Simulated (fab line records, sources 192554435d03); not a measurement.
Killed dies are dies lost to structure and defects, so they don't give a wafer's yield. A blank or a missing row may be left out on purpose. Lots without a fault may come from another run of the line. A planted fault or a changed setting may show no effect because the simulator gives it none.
fab line records | flow n5_finfet
record lots=5 wafers=15 last_day=17
route steps=1938 shown BEOL_M3@991 BEOL_M4@1021
lots that met no fault: from a run of the same line without faults
start_h: hours from the record's first day to the start of the lot's first wafer shown | wait_h: hours since the lot's step before | " the same as in the row above | L1.1+2: a row that stands for several wafers | - no value, or no start given | * or withheld: withheld | < > ~ a bound
route shown NAME@n: a module of which the file shows steps, and the number in the route of the first | usual: mean/standard deviation of fault-free wafers | same: alike in all rows | chamber/n: place in a boat | sites: the reading at each site | _std_site: their standard deviation | _edge_site: outer sites' mean less inner sites' | radius_mm: how far each site lies from the wafer's centre | mask NAME#n: copy n | behind: the tool/chamber that last shaped the wafer | hold: why the lot was held/for how many hours/how that ended | device: the transistor (n, p or np) that didn't switch | end of line: the same wafers' tests at the end of the route | a step without rows: its recipe alone | killed: dies lost to structure and defects at the first sort, not the wafer's yield | map: a wafer's dies, x killed, . not, _ none there
set.NAME: the setting as run; set.NAME@STEP: as run at that earlier step | model.NAME: the simulator's own value behind a step, which no gauge read
lots at some steps of the route; a table a step, a row a wafer
services: from which hour (start_h, from the record's first day; less than 0 if before it) a tool's chamber was out of use, for how many hours, and why
## steps
# step N5_BEOL_M3_ALD_84
# recipe material=TaN target_thk_a=* temp_c=275 ald_precursor_family=PDMAT ald_co_reactant=NH3 pressure_torr=3 carrier_flow_sccm=1500 pulse_time_s=2 purge_time_s=3 co_reactant_purge_time_s=2 co_reactant_pulse_time_s=3 ald_cycles=30 precursor_vessel_temp_c=75 precursor_vessel_pressure_torr=26.25 precursor_vessel_carrier_sccm=1000
# usual chamber_pressure_Torr=3.000/0.0065 heater_power_w=432/35 mfc_carrier_sccm=1500/4.4 precursor_vessel_temp_c=75.00/0.12
# same ald_cycles=30
# columns lot.wafer tool chamber start_h wait_h chamber_pressure_Torr heater_power_w mfc_carrier_sccm precursor_vessel_temp_c since_wet_clean_h
L080.1 ald_metal-04 0 194.96 0.0 3.001 465 1498 75.16 6012
L080.2 " 2 " " 3.001 435 1500 75.07 6012
L080.3 " 1 " " 2.998 459 1505 74.77 6012
L083.2 ald_metal-03 3 199.70 0.0 2.993 478 1498 75.16 4478
L083.4 " 0 " " 2.989 407 1502 75.06 4478
L083.6 " 2 " " 2.994 436 1497 74.89 -
L084.1 ald_metal-03 2 210.71 0.1 3.006 430 1492 74.99 4489
L084.2 " 0 " " 3.007 410 1495 74.93 4489
L084.6 " 0 " " 3.000 403 1494 74.88 -
L088.1 ald_metal-04 0 227.77 0.3 2.995 456 1491 74.99 6045
L088.3 " 1 " " 3.001 473 1499 74.85 6045
L088.5 " 3 " " 2.998 387 1498 75.02 -
L097.3 ald_metal-04 1 294.03 0.0 3.011 465 1504 75.01 6111
L097.4 " 2 " " 3.000 425 1508 74.98 6111
L097.5 " 0 " " 3.002 455 1503 75.06 -
# step N5_BEOL_M3_SURFACE_TREAT_85
# recipe gas=Ar time_s=* ion_energy_ev=* ion_current_ma_cm2=0.5 pressure_mtorr=* ar_flow_sccm=30
# usual pressure_mtorr=* throttle_valve_pct=*
# columns lot.wafer tool chamber start_h wait_h pressure_mtorr throttle_valve_pct
L080.1 pvd_sputter-02 - 195.22 0.2 * *
L080.2 " - " " * *
L080.3 " - " " * *
L083.2 pvd_sputter-01 - 199.99 0.2 * *
L083.4 " - " " * *
L083.6 " - " " * *
L084.1 pvd_sputter-01 - 210.94 0.1 * *
L084.2 " - " " * *
L084.6 " - " " * *
L088.1 pvd_sputter-01 - 229.48 1.6 * *
L088.3 " - " " * *
L088.5 " - " " * *
L097.3 pvd_sputter-02 - 294.29 0.2 * *
L097.4 " - " " * *
L097.5 " - " " * *
# step N5_BEOL_M3_CVD_47
# recipe material=Co target_thk_a=30 temp_c=withheld precursor=CCTBA/H2 pressure_torr=30 time_s=223.8
# usual chamber_pressure_Torr=30.00/0.069
# columns lot.wafer tool chamber start_h wait_h chamber_pressure_Torr since_wet_clean_h
L080.1 cvd_co-01 2 195.29 0.0 30.06 496
L080.2 " 1 " " 30.02 59
L080.3 " 0 " " 30.07 955
L083.2 cvd_co-02 1 200.13 0.1 30.08 1179
L083.4 " 2 " " 30.10 -
L083.6 " 0 " " 30.00 -
L084.1 cvd_co-01 1 211.09 0.1 30.07 74
L084.2 " 0 " " 30.02 971
L084.6 " 1 " " 29.98 -
L088.1 cvd_co-01 0 229.58 0.1 30.01 990
L088.3 " 1 " " 30.04 93
L088.5 " 1 " " 29.98 -
L097.3 cvd_co-02 2 294.37 0.1 29.96 376
L097.4 " 2 " " 30.08 -
L097.5 " 1 " " 30.16 -
# step N5_BEOL_M3_SPUTTER_48
# recipe material=Cu target_thk_a=45 temp_c=-20 chamber_pressure_pa=0.07 power_w=withheld time_s=8.29
# usual throttle_valve_pct=29.9/1.1
# columns lot.wafer tool chamber start_h wait_h throttle_valve_pct
L080.1 pvd_sputter-01 - 195.46 0.1 30.6
L080.2 " - " " 29.1
L080.3 " - " " 29.5
L083.2 pvd_sputter-03 - 200.29 0.1 28.5
L083.4 " - " " 30.0
L083.6 " - " " 29.9
L084.1 pvd_sputter-02 - 211.25 0.1 27.9
L084.2 " - " " 29.2
L084.6 " - " " 29.2
L088.1 pvd_sputter-01 - 229.82 0.2 31.0
L088.3 " - " " 29.3
L088.5 " - " " 30.6
L097.3 pvd_sputter-01 - 294.53 0.1 29.4
L097.4 " - " " 31.2
L097.5 " - " " 28.9
# step N5_BEOL_M3_ANNEAL_49
# recipe temp_c=400 time_s=240 ambient=vacuum
# usual heater_power_w=807/47
# columns lot.wafer tool chamber start_h wait_h heater_power_w
L080.1 pvd_sputter-01 - 195.54 0.0 782
L080.2 " - " " 845
L080.3 " - " " 703
L083.2 pvd_sputter-03 - 200.37 0.0 817
L083.4 " - " " 826
L083.6 " - " " 858
L084.1 pvd_sputter-02 - 211.33 0.0 892
L084.2 " - " " 780
L084.6 " - " " 791
L088.1 pvd_sputter-01 - 229.90 0.0 817
L088.3 " - " " 685
L088.5 " - " " 806
L097.3 pvd_sputter-01 - 294.61 0.0 692
L097.4 " - " " 804
L097.5 " - " " 812
# step N5_BEOL_M3_SPUTTER_79
# recipe material=Cu target_thk_a=45 temp_c=-20 chamber_pressure_pa=0.07 power_w=withheld time_s=8.29
# usual throttle_valve_pct=29.9/1.1
# columns lot.wafer tool chamber start_h wait_h throttle_valve_pct
L080.1 pvd_sputter-01 - 195.68 0.1 30.7
L080.2 " - " " 28.8
L080.3 " - " " 29.5
L083.2 pvd_sputter-03 - 200.51 0.1 28.5
L083.4 " - " " 30.2
L083.6 " - " " 30.1
L084.1 pvd_sputter-02 - 211.47 0.1 27.7
L084.2 " - " " 29.4
L084.6 " - " " 29.1
L088.1 pvd_sputter-01 - 230.04 0.1 30.9
L088.3 " - " " 29.3
L088.5 " - " " 30.4
L097.3 pvd_sputter-01 - 294.75 0.1 29.5
L097.4 " - " " 30.9
L097.5 " - " " 28.9
# step N5_BEOL_M3_ANNEAL_80
# recipe temp_c=400 time_s=240 ambient=vacuum
# usual heater_power_w=805/48
# columns lot.wafer tool chamber start_h wait_h heater_power_w
L080.1 pvd_sputter-01 - 195.76 0.0 794
L080.2 " - " " 861
L080.3 " - " " 694
L083.2 pvd_sputter-03 - 200.59 0.0 813
L083.4 " - " " 866
L083.6 " - " " 819
L084.1 pvd_sputter-02 - 211.55 0.0 865
L084.2 " - " " 795
L084.6 " - " " 773
L088.1 pvd_sputter-01 - 230.12 0.0 811
L088.3 " - " " 699
L088.5 " - " " 779
L097.3 pvd_sputter-01 - 294.83 0.0 682
L097.4 " - " " 800
L097.5 " - " " 854
# step N5_BEOL_M3_SPUTTER_81
# recipe material=Cu target_thk_a=45 temp_c=-20 chamber_pressure_pa=0.07 power_w=withheld time_s=8.29
# usual throttle_valve_pct=29.9/1.1
# columns lot.wafer tool chamber start_h wait_h throttle_valve_pct
L080.1 pvd_sputter-01 - 195.90 0.1 30.5
L080.2 " - " " 29.0
L080.3 " - " " 29.4
L083.2 pvd_sputter-03 - 200.73 0.1 28.2
L083.4 " - " " 30.1
L083.6 " - " " 30.0
L084.1 pvd_sputter-02 - 211.69 0.1 27.7
L084.2 " - " " 29.1
L084.6 " - " " 29.1
L088.1 pvd_sputter-01 - 230.26 0.1 31.1
L088.3 " - " " 29.6
L088.5 " - " " 30.7
L097.3 pvd_sputter-01 - 294.97 0.1 29.5
L097.4 " - " " 31.0
L097.5 " - " " 29.2
# step N5_BEOL_M3_ANNEAL_82
# recipe temp_c=400 time_s=240 ambient=vacuum
# usual heater_power_w=806/46
# columns lot.wafer tool chamber start_h wait_h heater_power_w
L080.1 pvd_sputter-01 - 195.98 0.0 764
L080.2 " - " " 834
L080.3 " - " " 698
L083.2 pvd_sputter-03 - 200.81 0.0 815
L083.4 " - " " 862
L083.6 " - " " 849
L084.1 pvd_sputter-02 - 211.77 0.0 843
L084.2 " - " " 785
L084.6 " - " " 768
L088.1 pvd_sputter-01 - 230.34 0.0 801
L088.3 " - " " 691
L088.5 " - " " 778
L097.3 pvd_sputter-01 - 295.05 0.0 685
L097.4 " - " " 798
L097.5 " - " " 827
# step N5_BEOL_M3_SPUTTER_86
# recipe material=Cu target_thk_a=45 temp_c=-20 chamber_pressure_pa=0.07 power_w=withheld time_s=8.29
# usual throttle_valve_pct=29.9/1.1
# columns lot.wafer tool chamber start_h wait_h throttle_valve_pct
L080.1 pvd_sputter-01 - 196.12 0.1 30.5
L080.2 " - " " 29.1
L080.3 " - " " 29.3
L083.2 pvd_sputter-03 - 200.95 0.1 28.4
L083.4 " - " " 29.9
L083.6 " - " " 30.0
L084.1 pvd_sputter-02 - 211.91 0.1 27.7
L084.2 " - " " 29.1
L084.6 " - " " 29.2
L088.1 pvd_sputter-01 - 230.48 0.1 31.3
L088.3 " - " " 29.2
L088.5 " - " " 30.6
L097.3 pvd_sputter-01 - 295.19 0.1 29.4
L097.4 " - " " 30.8
L097.5 " - " " 28.7
# step N5_BEOL_M3_ANNEAL_87
# recipe temp_c=400 time_s=240 ambient=vacuum
# usual heater_power_w=806/47
# columns lot.wafer tool chamber start_h wait_h heater_power_w
L080.1 pvd_sputter-01 - 196.20 0.0 790
L080.2 " - " " 856
L080.3 " - " " 682
L083.2 pvd_sputter-03 - 201.03 0.0 848
L083.4 " - " " 830
L083.6 " - " " 865
L084.1 pvd_sputter-02 - 211.99 0.0 868
L084.2 " - " " 796
L084.6 " - " " 777
L088.1 pvd_sputter-01 - 230.56 0.0 816
L088.3 " - " " 680
L088.5 " - " " 790
L097.3 pvd_sputter-01 - 295.27 0.0 713
L097.4 " - " " 819
L097.5 " - " " 853
# step N5_BEOL_M3_SPUTTER_88
# recipe material=Cu target_thk_a=45 temp_c=-20 chamber_pressure_pa=0.07 power_w=withheld time_s=8.29
# usual throttle_valve_pct=29.9/1.1
# columns lot.wafer tool chamber start_h wait_h throttle_valve_pct
L080.1 pvd_sputter-01 - 196.34 0.1 30.7
L080.2 " - " " 28.9
L080.3 " - " " 29.1
L083.2 pvd_sputter-03 - 201.17 0.1 28.7
L083.4 " - " " 30.0
L083.6 " - " " 30.2
L084.1 pvd_sputter-02 - 212.13 0.1 27.7
L084.2 " - " " 29.2
L084.6 " - " " 28.9
L088.1 pvd_sputter-01 - 230.70 0.1 31.3
L088.3 " - " " 29.6
L088.5 " - " " 30.5
L097.3 pvd_sputter-01 - 295.41 0.1 29.3
L097.4 " - " " 30.8
L097.5 " - " " 29.0
# step N5_BEOL_M3_ANNEAL_89
# recipe temp_c=400 time_s=240 ambient=vacuum
# usual heater_power_w=803/47
# columns lot.wafer tool chamber start_h wait_h heater_power_w
L080.1 pvd_sputter-01 - 196.42 0.0 779
L080.2 " - " " 825
L080.3 " - " " 688
L083.2 pvd_sputter-03 - 201.25 0.0 832
L083.4 " - " " 844
L083.6 " - " " 846
L084.1 pvd_sputter-02 - 212.21 0.0 877
L084.2 " - " " 789
L084.6 " - " " 785
L088.1 pvd_sputter-01 - 230.78 0.0 805
L088.3 " - " " 679
L088.5 " - " " 785
L097.3 pvd_sputter-01 - 295.49 0.0 702
L097.4 " - " " 789
L097.5 " - " " 844
# step N5_BEOL_M3_SPUTTER_90
# recipe material=Cu target_thk_a=45 temp_c=-20 chamber_pressure_pa=0.07 power_w=withheld time_s=8.29
# usual throttle_valve_pct=29.9/1.1
# columns lot.wafer tool chamber start_h wait_h throttle_valve_pct
L080.1 pvd_sputter-01 - 196.56 0.1 30.5
L080.2 " - " " 28.9
L080.3 " - " " 29.2
L083.2 pvd_sputter-03 - 201.39 0.1 28.5
L083.4 " - " " 30.1
L083.6 " - " " 30.1
L084.1 pvd_sputter-02 - 212.35 0.1 27.8
L084.2 " - " " 29.2
L084.6 " - " " 29.3
L088.1 pvd_sputter-01 - 230.92 0.1 31.4
L088.3 " - " " 29.4
L088.5 " - " " 30.6
L097.3 pvd_sputter-01 - 295.63 0.1 29.5
L097.4 " - " " 31.3
L097.5 " - " " 28.8
# step N5_BEOL_M3_ANNEAL_91
# recipe temp_c=400 time_s=240 ambient=vacuum
# usual heater_power_w=804/49
# columns lot.wafer tool chamber start_h wait_h heater_power_w
L080.1 pvd_sputter-01 - 196.64 0.0 773
L080.2 " - " " 845
L080.3 " - " " 675
L083.2 pvd_sputter-03 - 201.47 0.0 826
L083.4 " - " " 849
L083.6 " - " " 828
L084.1 pvd_sputter-02 - 212.43 0.0 868
L084.2 " - " " 763
L084.6 " - " " 785
L088.1 pvd_sputter-01 - 231.00 0.0 798
L088.3 " - " " 691
L088.5 " - " " 798
L097.3 pvd_sputter-01 - 295.71 0.0 683
L097.4 " - " " 814
L097.5 " - " " 815
# step N5_BEOL_M3_SPUTTER_92
# recipe material=Cu target_thk_a=45 temp_c=-20 chamber_pressure_pa=0.07 power_w=withheld time_s=8.29
# usual throttle_valve_pct=29.9/1.1
# columns lot.wafer tool chamber start_h wait_h throttle_valve_pct
L080.1 pvd_sputter-01 - 196.78 0.1 30.7
L080.2 " - " " 29.0
L080.3 " - " " 29.3
L083.2 pvd_sputter-03 - 201.61 0.1 28.4
L083.4 " - " " 30.1
L083.6 " - " " 30.0
L084.1 pvd_sputter-02 - 212.57 0.1 27.8
L084.2 " - " " 29.1
L084.6 " - " " 29.1
L088.1 pvd_sputter-01 - 231.14 0.1 31.1
L088.3 " - " " 29.6
L088.5 " - " " 30.7
L097.3 pvd_sputter-01 - 295.85 0.1 29.3
L097.4 " - " " 31.1
L097.5 " - " " 28.8
# step N5_BEOL_M3_ANNEAL_93
# recipe temp_c=400 time_s=240 ambient=vacuum
# usual heater_power_w=805/48
# columns lot.wafer tool chamber start_h wait_h heater_power_w
L080.1 pvd_sputter-01 - 196.86 0.0 789
L080.2 " - " " 852
L080.3 " - " " 684
L083.2 pvd_sputter-03 - 201.69 0.0 838
L083.4 " - " " 855
L083.6 " - " " 851
L084.1 pvd_sputter-02 - 212.65 0.0 869
L084.2 " - " " 760
L084.6 " - " " 795
L088.1 pvd_sputter-01 - 231.22 0.0 811
L088.3 " - " " 687
L088.5 " - " " 802
L097.3 pvd_sputter-01 - 295.93 0.0 675
L097.4 " - " " 824
L097.5 " - " " 838
# step N5_BEOL_M3_SPUTTER_94
# recipe material=Cu target_thk_a=45 temp_c=-20 chamber_pressure_pa=0.07 power_w=withheld time_s=8.29
# usual throttle_valve_pct=29.9/1.1
# columns lot.wafer tool chamber start_h wait_h throttle_valve_pct
L080.1 pvd_sputter-01 - 197.00 0.1 30.6
L080.2 " - " " 29.0
L080.3 " - " " 29.4
L083.2 pvd_sputter-03 - 201.83 0.1 28.7
L083.4 " - " " 30.1
L083.6 " - " " 30.0
L084.1 pvd_sputter-02 - 212.79 0.1 27.5
L084.2 " - " " 29.4
L084.6 " - " " 29.2
L088.1 pvd_sputter-01 - 231.36 0.1 31.2
L088.3 " - " " 29.5
L088.5 " - " " 30.5
L097.3 pvd_sputter-01 - 296.07 0.1 29.3
L097.4 " - " " 30.7
L097.5 " - " " 29.0
# step N5_BEOL_M3_ANNEAL_95
# recipe temp_c=400 time_s=240 ambient=vacuum
# usual heater_power_w=805/48
# columns lot.wafer tool chamber start_h wait_h heater_power_w
L080.1 pvd_sputter-01 - 197.08 0.0 781
L080.2 " - " " 827
L080.3 " - " " 672
L083.2 pvd_sputter-03 - 201.91 0.0 828
L083.4 " - " " 853
L083.6 " - " " 862
L084.1 pvd_sputter-02 - 212.87 0.0 865
L084.2 " - " " 805
L084.6 " - " " 784
L088.1 pvd_sputter-01 - 231.44 0.0 804
L088.3 " - " " 690
L088.5 " - " " 792
L097.3 pvd_sputter-01 - 296.15 0.0 677
L097.4 " - " " 808
L097.5 " - " " 818
# step N5_BEOL_M3_SPUTTER_96
# recipe material=Cu target_thk_a=45 temp_c=-20 chamber_pressure_pa=0.07 power_w=withheld time_s=8.29
# usual throttle_valve_pct=29.9/1.1
# columns lot.wafer tool chamber start_h wait_h throttle_valve_pct
L080.1 pvd_sputter-01 - 197.22 0.1 30.5
L080.2 " - " " 29.1
L080.3 " - " " 29.5
L083.2 pvd_sputter-03 - 202.05 0.1 28.7
L083.4 " - " " 29.9
L083.6 " - " " 30.1
L084.1 pvd_sputter-02 - 213.01 0.1 27.7
L084.2 " - " " 29.1
L084.6 " - " " 29.3
L088.1 pvd_sputter-01 - 231.58 0.1 31.1
L088.3 " - " " 29.3
L088.5 " - " " 30.5
L097.3 pvd_sputter-01 - 296.29 0.1 29.6
L097.4 " - " " 30.8
L097.5 " - " " 28.9
# step N5_BEOL_M3_ECD_50
# recipe material=Cu target_thk_a=3000
# columns lot.wafer tool chamber start_h wait_h
L080.1+2+3 ecd_cu-01 0,1,0 197.34 0.1
L083.2+4+6 ecd_cu-01 1,1,0 202.17 0.1
L084.1+2+6 ecd_cu-02 0,1,1 213.13 0.1
L088.1+3+5 ecd_cu-02 1 231.69 0.1
L097.3+4+5 ecd_cu-02 1,0,0 296.42 0.1
# step N5_BEOL_M3_ANNEAL_51
# recipe temp_c=225 time_s=90 ambient=N2
# usual anneal_temp_c=224.99/0.17 wafer_temp_C_max=225.90/0.26
# columns lot.wafer tool chamber start_h wait_h anneal_temp_c wafer_temp_C_max
L080.1 rtp_anneal-02 0 197.41 0.1 224.84 226.06
L080.2 " 0 " " 224.62 225.82
L080.3 " 0 " " 224.80 225.94
L083.2 rtp_anneal-02 0 202.29 0.1 225.19 225.87
L083.4 " 0 " " 224.97 225.59
L083.6 " 0 " " 224.86 225.79
L084.1 rtp_anneal-01 0 213.21 0.1 224.86 225.94
L084.2 " 0 " " 225.24 225.86
L084.6 " 0 " " 225.09 226.07
L088.1 rtp_anneal-02 0 231.77 0.1 224.87 225.38
L088.3 " 0 " " 225.07 225.35
L088.5 " 0 " " 224.84 225.59
L097.3 rtp_anneal-01 0 296.57 0.1 224.75 226.29
L097.4 " 0 " " 224.92 226.19
L097.5 " 0 " " 224.74 225.99
# step N5_BEOL_M3_CMP_52
# recipe stop_on=SiOC t_overpolish_s=6.8 down_force_psi=1 platen_rpm=50 clearing_platen_down_force_psi=1.5 clearing_platen_rpm=50 post_cmp_clean=cu_alkaline target_thk_nm=40 clearing_platen_pad_velocity_m_s=0.99484 pad_velocity_m_s=0.99484
# usual barrier_field_endpoint_s=24.5/0.68 motor_current_A=6.2/0.56 overpolish_run_s=6.800/0.0091 slurry_flow_ml_min=150.0/0.5 time_to_endpoint_s=62/3.2
# columns lot.wafer tool chamber start_h wait_h barrier_field_endpoint_s motor_current_A overpolish_run_s slurry_flow_ml_min time_to_endpoint_s
L080.3 cmp-03 0 197.71 0.2 24.1 6.4 6.790 150.0 61
L080.1 " 1 " " 23.8 5.7 6.793 149.5 58
L080.2 " 2 " " 23.8 5.9 6.804 150.4 62
L083.2 cmp-03 0 202.58 0.2 25.2 6.1 6.794 149.9 63
L083.4 " 2 " " 24.8 6.0 6.788 149.4 61
L083.6 " 0 " " 25.0 6.1 6.796 149.2 60
L084.1 cmp-03 3 213.58 0.3 24.5 6.7 6.785 149.7 65
L084.2 " 0 " " 24.0 6.1 6.793 150.0 65
L084.6 " 2 " " 23.9 5.8 6.811 150.0 62
L088.3 cmp-01 0 232.16 0.3 24.7 5.9 6.805 149.8 62
L088.1 " 1 " " 24.6 6.1 6.804 149.4 64
L088.5 " 3 " " 24.9 5.8 6.797 150.1 65
L097.3 cmp-03 2 296.78 0.2 24.6 6.0 6.799 149.4 62
L097.4 " 0 " " 25.5 6.6 6.793 151.0 63
L097.5 " 3 " " 26.1 6.9 6.818 149.4 66
# step N5_BEOL_M3_THK_MEAS_53
# recipe thk_meas_gauge=xrf reads=Cu_of_BEOL_M3_ECD_50
# usual M3_THK=41.0/1.6
# columns lot.wafer tool chamber start_h wait_h M3_THK[nm]
L080.1 film_metro-01 - 198.00 - 38.9
L080.2 " - " " 38.5
L080.3 " - " " 41.7
L083.2 film_metro-01 - 202.84 - 40.5
L083.4 " - " " 43.4
L083.6 " - " " 43.7
L084.1 film_metro-01 - 213.80 - 41.7
L084.2 " - " " 42.2
L084.6 " - " " 43.3
L088.1 film_metro-01 - 232.38 - 40.0
L088.3 " - " " 41.1
L088.5 " - " " 42.0
L097.3 film_metro-01 - 297.08 - 40.8
L097.4 " - " " 42.9
L097.5 " - " " 43.9
# step N5_BEOL_M3_PRE_CLEAN_60
# recipe gas=NH3/H2 time_s=15 temp_c=* rf_power_w=300
# usual heater_power_w=94/13
# columns lot.wafer tool chamber start_h wait_h heater_power_w since_wet_clean_h
L080.1 cvd_co-02 0 198.04 0.0 106 739
L080.2 " 2 " " 86 280
L080.3 " 1 " " 88 1177
L083.2 cvd_co-02 1 202.88 0.0 89 1182
L083.4 " 1 " " 90 -
L083.6 " 0 " " 111 -
L084.1 cvd_co-02 2 213.84 0.0 84 296
L084.2 " 1 " " 91 1193
L084.6 " 2 " " 83 -
L088.1 cvd_co-01 0 232.47 0.1 70 992
L088.3 " 1 " " 100 96
L088.5 " 2 " " 108 -
L097.3 cvd_co-02 0 297.11 0.0 108 838
L097.4 " 0 " " 107 -
L097.5 " 2 " " 86 -
# step N5_BEOL_M3_CO_CAP_55
# recipe material=Co target_thk_a=20 temp_c=200 precursor=CCTBA/H2 pressure_torr=30 time_s=102.1
# usual chamber_pressure_Torr=30.00/0.07 heater_power_w=247/16
# columns lot.wafer tool chamber start_h wait_h chamber_pressure_Torr heater_power_w since_wet_clean_h
L080.1 cvd_co-02 0 198.08 0.0 30.02 266 739
L080.2 " 2 " " 30.06 240 280
L080.3 " 1 " " 29.98 241 1177
L083.2 cvd_co-02 1 202.92 0.0 29.89 243 1182
L083.4 " 1 " " 29.89 248 -
L083.6 " 0 " " 30.03 267 -
L084.1 cvd_co-02 2 213.88 0.0 30.04 235 296
L084.2 " 1 " " 30.05 251 1193
L084.6 " 2 " " 29.97 231 -
L088.1 cvd_co-01 0 232.51 0.0 29.94 219 993
L088.3 " 1 " " 29.84 254 96
L088.5 " 2 " " 29.90 266 -
L097.3 cvd_co-02 0 297.15 0.0 29.96 261 838
L097.4 " 0 " " 30.06 266 -
L097.5 " 2 " " 29.97 235 -
# step N5_BEOL_M3_PRE_CLEAN_56
# recipe gas=NH3 time_s=15 temp_c=withheld rf_power_w=300
# columns lot.wafer tool chamber start_h wait_h since_wet_clean_h
L080.1 pecvd-02 1 198.17 0.1 1446
L080.2 " 0 " " 721
L080.3 " 2 " " 2171
L083.2 pecvd-02 1 203.01 0.1 1451
L083.4 " 1 " " -
L083.6 " 0 " " -
L084.1 pecvd-02 1 213.97 0.1 1462
L084.2 " 0 " " 737
L084.6 " 0 " " -
L088.1 pecvd-04 2 232.60 0.1 545
L088.3 " 0 " " 1299
L088.5 " 0 " " -
L097.3 pecvd-04 1 297.24 0.1 2089
L097.4 " 1 " " -
L097.5 " 0 " " -
# step N5_BEOL_M3_DEP_57
# recipe material=SiCN target_thk_a=80 temp_c=withheld precursor=3MS/NH3 pressure_torr=3 rf_w=202 time_s=14
# usual chamber_pressure_Torr=2.999/0.0063 showerhead_plenum_p_Torr=3.667/0.011 throttle_valve_pct=9.2/0.46
# columns lot.wafer tool chamber start_h wait_h chamber_pressure_Torr showerhead_plenum_p_Torr since_wet_clean_h throttle_valve_pct
L080.1 pecvd-02 1 198.20 0.0 3.007 3.653 1446 9.6
L080.2 " 0 " " 3.003 3.668 721 9.5
L080.3 " 2 " " 3.005 3.667 2171 8.9
L083.2 pecvd-02 1 203.04 0.0 3.005 3.669 1451 9.8
L083.4 " 1 " " 2.998 3.658 - 9.5
L083.6 " 0 " " 2.996 3.666 - 9.6
L084.1 pecvd-02 1 214.00 0.0 3.001 3.660 1462 9.7
L084.2 " 0 " " 3.006 3.658 737 9.5
L084.6 " 0 " " 3.001 3.652 - 9.6
L088.1 pecvd-04 2 232.62 0.0 2.993 3.658 545 9.6
L088.3 " 0 " " 2.997 3.656 1299 9.2
L088.5 " 0 " " 3.004 3.661 - 9.1
L097.3 pecvd-04 1 297.27 0.0 3.001 3.670 2089 9.0
L097.4 " 1 " " 2.997 3.666 - 8.6
L097.5 " 0 " " 2.984 3.670 - 9.3
# step N5_BEOL_M3_RS_MEAS_58
# recipe thk_meas_gauge=four-point-probe reads=Co_of_BEOL_M3_CO_CAP_55+Cu_of_BEOL_M3_ECD_50+Co_of_BEOL_M3_CVD_47+TaN_of_BEOL_M3_ALD_84
# usual M3_RS=0.66/0.034
# columns lot.wafer tool chamber start_h wait_h M3_RS[ohm/sq]
L080.1 film_metro-01 - 198.27 0.0 0.71
L080.2 " - " " 0.72
L080.3 " - " " 0.65
L083.2 film_metro-02 - 203.13 0.1 0.68
L083.4 " - " " 0.62
L083.6 " - " " 0.61
L084.1 film_metro-01 - 214.09 0.1 0.65
L084.2 " - " " 0.64
L084.6 " - " " 0.62
L088.1 film_metro-01 - 232.69 0.0 0.69
L088.3 " - " " 0.67
L088.5 " - " " 0.65
L097.3 film_metro-01 - 297.34 0.1 0.66
L097.4 " - " " 0.62
L097.5 " - " " 0.60
# step N5_BEOL_M3_INSPECT_59
# recipe inspect_instrument=darkfield mode=post_dep
# usual raw_defect_count=75/22
# columns lot.wafer tool chamber start_h wait_h raw_defect_count
L080.1 defect_inspect-02 - 198.29 0.0 85
L080.2 " - " " 96
L080.3 " - " " 102
L083.2 defect_inspect-02 - 203.15 0.0 82
L083.4 " - " " 78
L083.6 " - " " 50
L084.1 defect_inspect-01 - 214.11 0.0 65
L084.2 " - " " 56
L084.6 " - " " 43
L088.1 defect_inspect-01 - 232.71 0.0 111
L088.3 " - " " 70
L088.5 " - " " 87
L097.3 defect_inspect-01 - 297.36 0.0 47
L097.4 " - " " 52
L097.5 " - " " 50
# step N5_BEOL_M4_ILD_DEP_00
# recipe material=SiOC target_thk_a=790 temp_c=350 precursor=DEMS/O2 pressure_torr=5 rf_w=500 time_s=15.3
# usual chamber_pressure_Torr=4.998/0.0098 heater_power_w=537/85 showerhead_plenum_p_Torr=5.695/0.024 throttle_valve_pct=11.6/0.56
# columns lot.wafer tool chamber start_h wait_h chamber_pressure_Torr heater_power_w showerhead_plenum_p_Torr since_wet_clean_h throttle_valve_pct
L080.1 pecvd-04 2 198.33 0.0 5.000 463 5.676 511 12.7
L080.2 " 0 " " 4.991 576 5.696 1265 12.0
L080.3 " 1 " " 5.013 554 5.699 1990 12.0
L083.2 pecvd-01 1 203.19 0.0 4.991 677 5.664 1632 11.5
L083.4 " 2 " " 4.983 504 5.661 - 10.8
L083.6 " 1 " " 5.005 691 5.688 - 11.7
L084.1 pecvd-01 1 214.15 0.0 5.001 721 5.670 1643 11.6
L084.2 " 2 " " 5.004 595 5.636 164 10.7
L084.6 " 0 " " 5.001 509 5.714 - 11.9
L088.1 pecvd-01 0 232.75 0.0 5.002 533 5.724 937 11.9
L088.3 " 2 " " 4.996 607 5.643 183 10.9
L088.5 " 2 " " 5.005 591 5.653 - 11.3
L097.3 pecvd-03 0 297.40 0.0 5.018 496 5.701 374 11.2
L097.4 " 0 " " 4.986 485 5.722 - 11.1
L097.5 " 1 " " 5.009 633 5.721 - 12.3
# step N5_BEOL_M4_THK_MEAS_01
# recipe reads=SiOC_of_BEOL_M4_ILD_DEP_00
# usual M4_ILD_THK=78.6/1.1
# columns lot.wafer tool chamber start_h wait_h M4_ILD_THK[nm]
L080.1 film_metro-02 - 198.40 0.0 77.2
L080.2 " - " " 76.2
L080.3 " - " " 78.5
L083.2 film_metro-02 - 203.26 0.1 78.2
L083.4 " - " " 77.9
L083.6 " - " " 80.2
L084.1 film_metro-02 - 214.22 0.0 77.8
L084.2 " - " " 76.0
L084.6 " - " " 78.4
L088.1 film_metro-01 - 232.82 0.0 78.7
L088.3 " - " " 77.7
L088.5 " - " " 78.5
L097.3 film_metro-01 - 297.47 0.1 78.9
L097.4 " - " " 78.4
L097.5 " - " " 80.4
## services
# columns tool chamber start_h hours kind
ecd_cu-01 - 174.19 1.2 repair
pecvd-04 2 177.30 2.1 scheduled_down
pecvd-03 2 178.89 16.5 scheduled_down
cmp-01 - 181.78 3.0 repair
pecvd-04 2 187.96 5.0 scheduled_down
cmp-01 - 196.02 4.0 pm
cvd_co-02 - 198.93 0.9 repair
pecvd-02 2 202.38 - clean
pecvd-02 2 202.38 - consumable_replace:showerhead
pecvd-02 2 202.38 29.0 scheduled_down
pecvd-02 2 202.38 29.0 vent_cycle
pecvd-04 1 215.42 16.5 scheduled_down
pecvd-01 1 233.27 5.5 scheduled_down
cmp-03 - 238.49 1.3 repair
cmp-03 - 245.04 4.0 pm
cmp-03 - 249.04 - consumable_replace:conditioner
cmp-03 - 249.04 - consumable_replace:pad
ald_metal-04 - 249.82 6.0 pm
pecvd-02 0 251.39 5.1 repair
cvd_co-01 1 260.15 4.1 repair
ald_metal-03 - 268.61 2.8 pm
pecvd-01 0 279.00 2.1 scheduled_down
pecvd-04 1 287.78 2.1 scheduled_down
pecvd-01 - 297.19 1.4 repair
## key
fault none
